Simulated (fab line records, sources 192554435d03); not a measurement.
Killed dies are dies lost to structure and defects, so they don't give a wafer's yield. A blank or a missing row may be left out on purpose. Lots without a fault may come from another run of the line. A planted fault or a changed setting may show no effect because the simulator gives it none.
fab line records | flow n5_finfet
record lots=5 wafers=15 last_day=18
route steps=1938 shown BEOL_M14@1761 BEOL_M15@1773
lots that met no fault: from a run of the same line without faults
start_h: hours from the record's first day to the start of the lot's first wafer shown | wait_h: hours since the lot's step before | " the same as in the row above | L1.1+2: a row that stands for several wafers | - no value, or no start given | * or withheld: withheld | < > ~ a bound
route shown NAME@n: a module of which the file shows steps, and the number in the route of the first | usual: mean/standard deviation of fault-free wafers | same: alike in all rows | chamber/n: place in a boat | sites: the reading at each site | _std_site: their standard deviation | _edge_site: outer sites' mean less inner sites' | radius_mm: how far each site lies from the wafer's centre | mask NAME#n: copy n | behind: the tool/chamber that last shaped the wafer | hold: why the lot was held/for how many hours/how that ended | device: the transistor (n, p or np) that didn't switch | end of line: the same wafers' tests at the end of the route | a step without rows: its recipe alone | killed: dies lost to structure and defects at the first sort, not the wafer's yield | map: a wafer's dies, x killed, . not, _ none there
set.NAME: the setting as run; set.NAME@STEP: as run at that earlier step | model.NAME: the simulator's own value behind a step, which no gauge read
lots at some steps of the route; a table a step, a row a wafer
services: from which hour (start_h, from the record's first day; less than 0 if before it) a tool's chamber was out of use, for how many hours, and why
## steps
# step N5_BEOL_M14_PRE_CLEAN_42
# recipe gas=H2/He time_s=30 temp_c=300
# usual heater_power_w=455/46
# columns lot.wafer tool chamber start_h wait_h heater_power_w
L306.1 pvd_sputter-02 - 239.53 0.0 463
L306.5 " - " " 329
L306.6 " - " " 471
L311.1 pvd_sputter-02 - 293.71 0.0 470
L311.3 " - " " 484
L311.4 " - " " 494
L313.1 pvd_sputter-03 - 317.28 0.0 454
L313.2 " - " " 459
L313.4 " - " " 502
L325.2 pvd_sputter-03 - 360.87 0.0 503
L325.4 " - " " 455
L325.5 " - " " 452
L329.2 pvd_sputter-03 - 403.00 0.0 477
L329.4 " - " " 441
L329.5 " - " " 437
# step N5_BEOL_M14_SPUTTER_43
# recipe material=TaN target_thk_a=150 temp_c=50 bias_v=168.6 power_w=15000 chamber_pressure_pa=0.12 time_s=24.19
# step N5_BEOL_M14_SPUTTER_44
# recipe material=Ta target_thk_a=150 temp_c=50 bias_v=80 power_w=15000 chamber_pressure_pa=0.07 time_s=24.19
# usual throttle_valve_pct=30.3/1.3
# columns lot.wafer tool chamber start_h wait_h throttle_valve_pct
L306.1 pvd_sputter-02 - 239.65 0.0 30.0
L306.5 " - " " 29.4
L306.6 " - " " 30.2
L311.1 pvd_sputter-02 - 293.83 0.0 30.2
L311.3 " - " " 31.3
L311.4 " - " " 31.7
L313.1 pvd_sputter-03 - 317.40 0.0 32.5
L313.2 " - " " 29.5
L313.4 " - " " 28.9
L325.2 pvd_sputter-03 - 360.99 0.0 29.1
L325.4 " - " " 29.4
L325.5 " - " " 29.6
L329.2 pvd_sputter-03 - 403.12 0.0 29.7
L329.4 " - " " 32.7
L329.5 " - " " 32.9
# step N5_BEOL_M14_SPUTTER_45
# recipe material=Cu target_thk_a=1000 temp_c=-20 bias_v=60 power_w=26000 chamber_pressure_pa=0.13 time_s=16.67
# usual throttle_valve_pct=30.3/1.3
# columns lot.wafer tool chamber start_h wait_h throttle_valve_pct
L306.1 pvd_sputter-02 - 239.73 0.0 30.1
L306.5 " - " " 29.5
L306.6 " - " " 30.1
L311.1 pvd_sputter-02 - 293.91 0.0 30.4
L311.3 " - " " 31.0
L311.4 " - " " 31.5
L313.1 pvd_sputter-03 - 317.48 0.0 32.6
L313.2 " - " " 29.5
L313.4 " - " " 28.8
L325.2 pvd_sputter-03 - 361.07 0.0 28.8
L325.4 " - " " 29.6
L325.5 " - " " 29.6
L329.2 pvd_sputter-03 - 403.20 0.0 29.8
L329.4 " - " " 32.5
L329.5 " - " " 32.6
# step N5_BEOL_M14_ECD_47
# recipe material=Cu target_thk_a=12480
# step N5_BEOL_M14_ANNEAL_48
# recipe temp_c=225 time_s=90 ambient=N2
# step N5_BEOL_M14_CMP_49
# recipe stop_on=SiO2 t_overpolish_s=5.2 down_force_psi=2 platen_rpm=80 clearing_platen_down_force_psi=2 clearing_platen_rpm=80 post_cmp_clean=cu_alkaline target_thk_nm=560 clearing_platen_pad_velocity_m_s=1.5917 pad_velocity_m_s=1.5917
# step N5_BEOL_M14_THK_MEAS_50
# recipe thk_meas_gauge=xrf reads=Cu_of_BEOL_M14_ECD_47
# usual M14_THK=574/10
# columns lot.wafer tool chamber start_h wait_h M14_THK[nm]
L306.1 film_metro-02 - 241.05 - 580
L306.5 " - " " 583
L306.6 " - " " 566
L311.1 film_metro-01 - 294.81 - 576
L311.3 " - " " 565
L311.4 " - " " 596
L313.1 film_metro-02 - 318.38 - 578
L313.2 " - " " 572
L313.4 " - " " 572
L325.2 film_metro-01 - 361.98 - 578
L325.4 " - " " 569
L325.5 " - " " 572
L329.2 film_metro-01 - 404.11 - 566
L329.4 " - " " 557
L329.5 " - " " 559
# step N5_BEOL_M14_PRE_CLEAN_52
# recipe gas=NH3 time_s=15 temp_c=withheld rf_power_w=300
# step N5_BEOL_M14_DEP_53
# recipe material=SiCN target_thk_a=500 temp_c=withheld precursor=3MS/NH3 pressure_torr=3 rf_w=675 time_s=17.8
# step N5_BEOL_M14_RS_MEAS_54
# recipe thk_meas_gauge=four-point-probe reads=Cu_of_BEOL_M14_ECD_47+Ta_of_BEOL_M14_SPUTTER_44+TaN_of_BEOL_M14_SPUTTER_43
# usual M14_RS=0.0332/0.00057
# columns lot.wafer tool chamber start_h wait_h M14_RS[ohm/sq]
L306.1 film_metro-02 - 241.18 0.0 0.0327
L306.5 " - " " 0.0325
L306.6 " - " " 0.0338
L311.1 film_metro-01 - 294.95 0.1 0.0335
L311.3 " - " " 0.0341
L311.4 " - " " 0.0322
L313.1 film_metro-02 - 318.51 0.0 0.0323
L313.2 " - " " 0.0327
L313.4 " - " " 0.0328
L325.2 film_metro-02 - 362.11 0.1 0.0333
L325.4 " - " " 0.0337
L325.5 " - " " 0.0334
L329.2 film_metro-02 - 404.26 0.1 0.0337
L329.4 " - " " 0.0344
L329.5 " - " " 0.0341
# step N5_BEOL_M14_INSPECT_55
# recipe inspect_instrument=darkfield mode=post_dep
# usual raw_defect_count=72/21
# columns lot.wafer tool chamber start_h wait_h raw_defect_count
L306.1 defect_inspect-02 - 241.20 0.0 43
L306.5 " - " " 60
L306.6 " - " " 55
L311.1 defect_inspect-01 - 294.97 0.0 87
L311.3 " - " " 62
L311.4 " - " " 82
L313.1 defect_inspect-02 - 318.53 0.0 75
L313.2 " - " " 59
L313.4 " - " " 95
L325.2 defect_inspect-02 - 362.14 0.0 96
L325.4 " - " " 136
L325.5 " - " " 108
L329.2 defect_inspect-01 - 404.29 0.0 79
L329.4 " - " " 53
L329.5 " - " " 44
# step N5_BEOL_M15_ILD_DEP_00
# recipe material=SiO2 target_thk_a=16293 temp_c=400 precursor=TEOS/O2 pressure_torr=6.5 rf_w=900 teos_flow_sccm=161.4 gas=O2 flow_sccm=2650 time_s=346.1
# usual heater_power_w=534/120 run_length_s=388.9/0.56 showerhead_plenum_p_Torr=8.350/0.024 throttle_valve_pct=18.9/0.77
# columns lot.wafer tool chamber start_h wait_h heater_power_w run_length_s showerhead_plenum_p_Torr throttle_valve_pct model.SiO2_of_BEOL_M15_ILD_DEP_00.thk_nm
L306.1 pecvd-04 1 241.24 0.0 497 388.7 8.389 19.5 1625
L306.5 " 0 " " 713 389.4 8.396 18.7 1620
L306.6 " 2 " " 464 389.8 8.361 18.2 1623
L311.1 pecvd-04 2 295.01 0.0 550 388.9 8.333 18.1 1650
L311.3 " 0 " " 662 441.5 8.381 18.9 1876
L311.4 " 2 " " 471 389.3 8.327 18.2 1658
L313.1 pecvd-03 0 318.57 0.0 513 388.1 8.313 21.0 1625
L313.2 " 2 " " 788 388.5 8.345 18.1 1623
L313.4 " 1 " " 655 389.4 8.358 19.5 1636
L325.2 pecvd-04 2 362.17 0.0 564 389.2 8.344 18.3 1628
L325.4 " 1 " " 504 388.2 8.377 19.1 1660
L325.5 " 2 " " 473 388.9 8.334 18.6 1649
L329.2 pecvd-03 1 404.33 0.0 597 389.8 8.353 19.5 1603
L329.4 " 0 " " 482 388.7 8.335 20.6 1633
L329.5 " 1 " " 501 388.8 8.340 19.2 1643
# step N5_BEOL_M15_THK_MEAS_01
# recipe reads=SiO2_of_BEOL_M15_ILD_DEP_00
# usual M15_ILD_THK=1632/18
# columns lot.wafer tool chamber start_h wait_h M15_ILD_THK[nm]
L306.1 film_metro-01 - 241.49 0.1 1626
L306.5 " - " " 1621
L306.6 " - " " 1624
L311.1 film_metro-01 - 295.26 0.1 1650
L311.3 " - " " 1876
L311.4 " - " " 1658
L313.1 film_metro-01 - 318.82 0.1 1625
L313.2 " - " " 1623
L313.4 " - " " 1637
L325.2 film_metro-02 - 362.42 0.1 1627
L325.4 " - " " 1661
L325.5 " - " " 1649
L329.2 film_metro-02 - 404.58 0.1 1604
L329.4 " - " " 1634
L329.5 " - " " 1644
# step N5_BEOL_M15_COAT_58
# recipe resist=BARC temp_c=205 time_s=60 spin_rpm=1500 resist_thk_nm=89
# step N5_BEOL_M15_COAT_04
# recipe spin_rpm=1704 resist_thk_nm=800
# step N5_BEOL_M15_EBR_06
# recipe solvent=PGMEA ebr_width_mm=1.5
# step N5_BEOL_M15_SOFTBAKE_05
# recipe temp_c=130 time_s=60
# step N5_BEOL_M15_EXPOSE_07
# recipe mask_id=V14 na=0.8 source_shape=annular sigma_inner=0.5 sigma_outer=0.8 polarization=unpolarized attpsm_phase_deg=180 dose_mj=41.25
# step N5_BEOL_M15_PEB_08
# recipe peb_temp_c=130 peb_time_s=90
# step N5_BEOL_M15_DEVELOP_09
# recipe develop_time_s=45 rinse_liquid=diw dry=air_spin dev_temp_c=21
# step N5_BEOL_M15_HARDBAKE_14
# recipe temp_c=130 time_s=120
# step N5_BEOL_M15_CD_MEAS_10
# recipe target_cd_nm=360 landing_energy_ev=500 detector=se_inlens polarity=opening
# usual cd_nm=359.8/1
# same landing_energy_ev=500
# columns lot.wafer tool chamber start_h wait_h cd_nm
L306.1 cd_sem-02 0 241.92 - 359.0
L306.5 " 0 " " 359.0
L306.6 " 0 " " 360.3
L311.1 cd_sem-01 0 295.69 - 359.4
L311.3 " 0 " " 359.1
L311.4 " 0 " " 359.7
L313.1 cd_sem-03 0 319.12 - 359.1
L313.2 " 0 " " 359.8
L313.4 " 0 " " 360.7
L325.2 cd_sem-01 0 362.85 - 359.6
L325.4 " 0 " " 360.1
L325.5 " 0 " " 360.1
L329.2 cd_sem-02 0 405.01 - 359.5
L329.4 " 0 " " 358.5
L329.5 " 0 " " 358.2
# step N5_BEOL_M15_OVL_MEAS_11
# recipe points_per_wafer=44
# usual V14_OVL=-3/5
# columns lot.wafer tool chamber start_h wait_h V14_OVL[nm]
L306.1 overlay-02 0 241.95 0.0 -2
L306.5 " 0 " " -4
L306.6 " 0 " " -3
L311.1 overlay-02 0 295.72 0.0 -12
L311.3 " 0 " " -3
L311.4 " 0 " " -9
L313.1 overlay-01 0 319.15 0.0 -10
L313.2 " 0 " " -3
L313.4 " 0 " " -8
L325.2 overlay-01 0 362.88 0.0 -3
L325.4 " 0 " " 3
L325.5 " 0 " " -8
L329.2 overlay-01 0 405.04 0.0 3
L329.4 " 0 " " -1
L329.5 " 0 " " 0
# step N5_BEOL_M15_INSPECT_12
# recipe mode=adi inspect_instrument=macro
# usual raw_defect_count=2.1/1.4
# columns lot.wafer tool chamber start_h wait_h raw_defect_count
L306.1 defect_inspect-02 - 241.97 0.0 0
L306.5 " - " " 1
L306.6 " - " " 3
L311.1 defect_inspect-01 - 295.74 0.0 2
L311.3 " - " " 4
L311.4 " - " " 3
L313.1 defect_inspect-01 - 319.18 0.0 1
L313.2 " - " " 1
L313.4 " - " " 2
L325.2 defect_inspect-01 - 362.91 0.0 1
L325.4 " - " " 0
L325.5 " - " " 0
L329.2 defect_inspect-01 - 405.06 0.0 5
L329.4 " - " " 2
L329.5 " - " " 4
# step N5_BEOL_M15_DESCUM_15
# recipe chemistry=O2 time_s=7.9 source_power_w=50 bias_power_w=20 pressure_mtorr=20 rf_frequency_hz=2.712e+07 temp_c=40 o2_flow_sccm=225
# step N5_BEOL_M15_ETCH_59
# recipe chemistry=N2/H2 target=BARC target_depth_a=890 overetch_a=267 time_s=67.9 ion_energy_ev=200 pressure_mtorr=30 source_w=840 bias_w=150 n2_flow_sccm=200 h2_flow_sccm=200
# step N5_BEOL_M15_VIA_ETCH_16
# recipe chemistry=C4F8/O2/Ar target=SiO2 he_inner_torr=15 he_outer_torr=30 target_depth_a=17922 time_s=withheld ion_energy_ev=800 pressure_mtorr=20 source_w=1905 bias_w=2040 Ar_flow_sccm=400 C4F8_flow_sccm=16 O2_flow_sccm=12 ends=cleared
# usual C4F8_flow_sccm=16.00/0.048 O2_flow_sccm=12.00/0.036 bias_w=2041/5.2 drypump_motor_current_A=5.5/0.4 oes_product_au=0.72/0.076 rf_vpp_V=2219/19 showerhead_plenum_p_Torr=3.43/0.08 throttle_valve_pct=30.90/0.21
# columns lot.wafer tool chamber start_h wait_h C4F8_flow_sccm O2_flow_sccm bias_w drypump_motor_current_A oes_product_au rf_vpp_V showerhead_plenum_p_Torr throttle_valve_pct model.etch.depth_nm model.coat_of_BEOL_M15_COAT_04.thk_nm
L306.1 rie_diel-03 3 242.09 0.0 15.99 12.01 2039 5.4 0.67 2199 3.43 31.16 1625 335.2
L306.5 " 0 " " 15.95 11.98 2039 6.2 0.81 2205 3.38 30.68 1620 328.6
L306.6 " 3 " " 15.99 12.02 2034 5.4 0.67 2200 3.43 31.17 1623 335.6
L311.1 rie_diel-05 1 295.93 0.0 16.03 12.00 2044 4.9 0.75 2237 3.34 30.67 1650 331.4
L311.3 " 3 " " 16.01 11.95 - 5.4 0.68 2266 3.45 30.73 1876 280
L311.4 " 1 " " 16.04 12.06 2037 4.9 0.76 2239 3.34 30.68 1658 328.2
L313.1 rie_diel-06 3 319.30 0.0 16.02 12.05 2037 5.1 0.82 2209 3.36 30.89 1625 328.8
L313.2 " 0 " " 15.95 12.04 2041 5.4 0.63 2201 3.40 31.18 1623 336.2
L313.4 " 2 " " 16.07 11.97 2034 5.9 0.69 2218 3.44 30.99 1636 328
L325.2 rie_diel-05 1 363.28 0.0 15.94 12.05 2045 5.0 0.72 2235 3.33 30.69 1628 335.8
L325.4 " 0 " " 15.94 12.02 2034 4.9 0.86 2199 3.39 30.95 1660 324.4
L325.5 " 1 " " 16.01 12.08 2044 4.9 0.73 2235 3.33 30.69 1649 330.4
L329.2 rie_diel-03 1 405.78 0.0 16.00 11.99 2039 5.1 0.68 2232 3.44 30.80 1603 339.6
L329.4 " 0 " " 15.97 11.94 2047 6.2 0.74 2202 3.35 30.72 1633 328.6
L329.5 " 1 " " 16.10 11.98 2046 5.1 0.68 2230 3.44 30.79 1643 329.6
# step N5_BEOL_M15_STRIP_63
# recipe chemistry=O2 power_w=600 temp_c=60 pressure_mtorr=30 rf_frequency_hz=6e+07 bias_power_w=0 overash_fraction=0.3 o2_flow_sccm=225
# usual drypump_motor_current_A=5.5/0.4 oes_product_au=0.80/0.084 rf_vpp_V=3.5/0.65 showerhead_plenum_p_Torr=2.09/0.051 throttle_valve_pct=16.66/0.2
# columns lot.wafer tool chamber start_h wait_h drypump_motor_current_A oes_product_au rf_hours_counter_h rf_vpp_V showerhead_plenum_p_Torr throttle_valve_pct
L306.1 rie_diel-03 3 - - 5.4 0.75 162 3.5 2.08 16.90
L306.5 " 0 " " 6.2 0.89 - 3.0 2.06 16.34
L306.6 " 3 " " 5.4 0.74 - 3.4 2.08 16.92
L311.1 rie_diel-05 1 - - 4.9 0.84 90 4.1 2.03 16.47
L311.3 " 3 " " 5.4 0.74 157 3.6 2.09 16.50
L311.4 " 1 " " 4.9 0.84 - 3.9 2.03 16.46
L313.1 rie_diel-06 3 - - 5.1 0.90 37 3.2 2.05 16.64
L313.2 " 0 " " 5.4 0.69 244 2.9 2.07 16.99
L313.4 " 2 " " 5.8 0.75 148 2.9 2.10 16.85
L325.2 rie_diel-05 1 - - 5.0 0.80 114 3.4 2.03 16.53
L325.4 " 0 " " 4.9 0.94 - 2.7 2.06 16.56
L325.5 " 1 " " 4.9 0.80 - 4.1 2.02 16.52
L329.2 rie_diel-03 1 - - 5.1 0.76 149 3.3 2.10 16.56
L329.4 " 0 " " 6.2 0.82 - 2.9 2.04 16.46
L329.5 " 1 " " 5.1 0.76 - 2.8 2.10 16.57
# step N5_BEOL_M15_STRIP_64
# recipe chemistry=O2 power_w=600 temp_c=60 pressure_mtorr=30 rf_frequency_hz=6e+07 bias_power_w=0 overash_fraction=0.3 o2_flow_sccm=225
# usual drypump_motor_current_A=5.5/0.4 oes_product_au=0.80/0.084 rf_vpp_V=3.7/0.49 showerhead_plenum_p_Torr=2.09/0.051 throttle_valve_pct=16.66/0.2
# columns lot.wafer tool chamber start_h wait_h drypump_motor_current_A oes_product_au rf_hours_counter_h rf_vpp_V showerhead_plenum_p_Torr throttle_valve_pct
L306.1 rie_diel-03 3 - - 5.4 0.74 162 3.4 2.08 16.92
L306.5 " 0 " " 6.2 0.89 - 4.2 2.06 16.37
L306.6 " 3 " " 5.4 0.73 - 3.9 2.08 16.89
L311.1 rie_diel-05 1 - - 4.9 0.83 90 3.8 2.03 16.48
L311.3 " 3 " " 5.4 0.75 157 4.3 2.09 16.48
L311.4 " 1 " " 4.9 0.83 - 4.0 2.03 16.48
L313.1 rie_diel-06 3 - - 5.2 0.91 37 3.8 2.05 16.63
L313.2 " 0 " " 5.4 0.70 244 3.8 2.07 17.00
L313.4 " 2 " " 5.8 0.74 148 3.1 2.10 16.84
L325.2 rie_diel-05 1 - - 4.9 0.80 114 3.1 2.03 16.53
L325.4 " 0 " " 4.9 0.95 - 3.0 2.06 16.55
L325.5 " 1 " " 4.9 0.81 - 3.7 2.02 16.52
L329.2 rie_diel-03 1 - - 5.1 0.75 149 4.4 2.10 16.58
L329.4 " 0 " " 6.2 0.82 - 3.5 2.04 16.46
L329.5 " 1 " " 5.1 0.75 - 3.9 2.10 16.57
# step N5_BEOL_M15_STRIP_65
# recipe chemistry=post_etch_residue_remover time_s=60 temp_c=25 remover_ph=withheld remover_water_wt_pct=withheld remover_fluoride_wt_pct=withheld
# step N5_BEOL_M15_SRD_66
# recipe time_s=30 temp_c=23 rinse_liquid=diw dry=n2_spin spin_rpm=1500 dry_time_s=30
# step N5_BEOL_M15_CD_MEAS_17
# recipe target_cd_nm=360 polarity=opening
# usual cd_nm=361.2/1.5
# columns lot.wafer tool chamber start_h wait_h cd_nm
L306.1 cd_sem-01 - 242.50 0.0 359.6
L306.5 " - " " 360.2
L306.6 " - " " 361.1
L311.1 cd_sem-01 - 296.34 0.0 362.1
L311.3 " - " " 365.0
L311.4 " - " " 363.4
L313.1 cd_sem-02 - 319.71 0.0 359.4
L313.2 " - " " 360.5
L313.4 " - " " 361.4
L325.2 cd_sem-03 - 363.69 0.0 360.8
L325.4 " - " " 362.9
L325.5 " - " " 361.2
L329.2 cd_sem-02 - 406.19 0.0 360.1
L329.4 " - " " 361.4
L329.5 " - " " 360.2
# step N5_BEOL_M15_COAT_56
# recipe resist=SOC temp_c=250 time_s=60 spin_rpm=1500 resist_thk_nm=550
# step N5_BEOL_M15_ETCH_57
# recipe chemistry=N2/H2 target=SOC source_w=3000 bias_w=350 time_s=750 ion_energy_ev=200 pressure_mtorr=30 n2_flow_sccm=200 h2_flow_sccm=200
# step N5_BEOL_M15_COAT_60
# recipe resist=BARC temp_c=205 time_s=60 spin_rpm=1500 resist_thk_nm=89
# step N5_BEOL_M15_COAT_22
# recipe spin_rpm=1704 resist_thk_nm=800
# step N5_BEOL_M15_EBR_24
# recipe solvent=PGMEA ebr_width_mm=1.5
# step N5_BEOL_M15_SOFTBAKE_23
# recipe temp_c=130 time_s=60
# step N5_BEOL_M15_EXPOSE_25
# recipe mask_id=M15 na=0.8 source_shape=annular sigma_inner=0.5 sigma_outer=0.8 polarization=unpolarized target_cd_nm=400 dose_mj=35.5
# step N5_BEOL_M15_PEB_26
# recipe peb_temp_c=130 peb_time_s=90
# step N5_BEOL_M15_DEVELOP_27
# recipe develop_time_s=45 rinse_liquid=diw dry=air_spin dev_temp_c=21
# step N5_BEOL_M15_CMP_49
# recipe stop_on=SiO2 t_overpolish_s=4.9 down_force_psi=2 platen_rpm=80 clearing_platen_down_force_psi=2 clearing_platen_rpm=80 post_cmp_clean=cu_alkaline target_thk_nm=850 clearing_platen_pad_velocity_m_s=1.5917 pad_velocity_m_s=1.5917
# usual clearing_platen_down_force_psi=2.000/0.0042 motor_current_A=8.0/0.87 pad_life_wafers=1032/580
# columns lot.wafer tool chamber start_h wait_h clearing_platen_down_force_psi motor_current_A pad_life_wafers model.SiO2_of_BEOL_M15_ILD_DEP_00.thk_nm
L306.1 cmp-01 1 249.94 0.4 1.998 9.1 975 1547
L306.5 " 2 " " 2.001 8.3 - 1540
L306.6 " 3 " " 2.000 6.9 - 1543
L311.1 cmp-02 1 300.15 0.3 1.997 8.4 864 1571
L311.4 " 2 " " 1.995 7.5 865 1577
L311.3 " 3 " " 2.006 7.0 866 1795
L313.1 cmp-03 1 324.78 0.3 2.011 7.8 66 1545
L313.2 " 2 " " 1.998 7.4 67 1546
L313.4 " 3 " " 1.998 10.3 68 1556
L325.2 cmp-03 3 370.99 0.3 2.002 9.6 494 1549
L325.4 " 0 " " 2.002 7.9 495 1581
L325.5 " 1 " " 1.991 7.8 - 1572
L329.2 cmp-02 2 411.13 0.3 2.005 7.5 1790 1524
L329.4 " 3 " " 2.002 6.7 1791 1553
L329.5 " 0 " " 1.993 6.7 - 1564
## services
# columns tool chamber start_h hours kind
rie_diel-06 0 235.18 4.9 repair
cmp-03 - 242.73 1.8 repair
pecvd-03 - 258.24 0.9 repair
rie_diel-03 0 268.47 1.5 repair
rie_diel-05 0 280.12 21.8 repair
pecvd-03 2 284.98 11.5 repair
pecvd-04 - 288.27 0.8 pm
cmp-03 - 302.53 1.6 repair
cmp-03 - 312.25 4.0 pm
pecvd-04 0 319.67 12.2 repair
cmp-02 - 324.23 1.2 repair
rie_diel-06 2 329.05 5.4 repair
cmp-02 - 336.64 1.7 repair
cmp-02 - 342.84 0.9 repair
cmp-03 - 349.42 0.8 repair
rie_diel-05 2 354.62 15.6 repair
cmp-02 - 358.03 2.9 pm
pecvd-04 2 378.72 11.0 repair
cmp-02 - 383.67 1.7 repair
rie_diel-03 2 386.88 6.2 repair
cmp-03 - 388.65 4.1 repair
rie_diel-05 3 389.90 4.8 repair
rie_diel-05 - 392.84 14.6 pm
rie_diel-06 0 395.14 6.6 repair
## key
first_sign step=N5_BEOL_M15_ILD_DEP_00 reading=run_length_s direction=up sigmas=94 usual=* struck=*
effect step=N5_BEOL_M15_THK_MEAS_01 reading=M15_ILD_THK direction=up sigmas=13 usual=1632 struck=1876
model_effect step=N5_BEOL_M15_ILD_DEP_00 value=SiO2_of_BEOL_M15_ILD_DEP_00.thk_nm without=1632 struck=1876
model_effect step=N5_BEOL_M15_VIA_ETCH_16 value=etch.depth_nm without=1632 struck=1876
model_effect step=N5_BEOL_M15_CMP_49 value=SiO2_of_BEOL_M15_ILD_DEP_00.thk_nm without=1551 struck=1795
met_at N5_BEOL_M15_ILD_DEP_00
struck_wafers L311.3
onset_between 241.24 295.01
fault kind=process_parameter_drift tool=pecvd-04 chamber=- onset_h=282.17 steps=N5_BEOL_M15_ILD_DEP_00 channel=time_s offset=* shape=step end_h=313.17 scope=struck_wafers_only acts_in=* stated=*
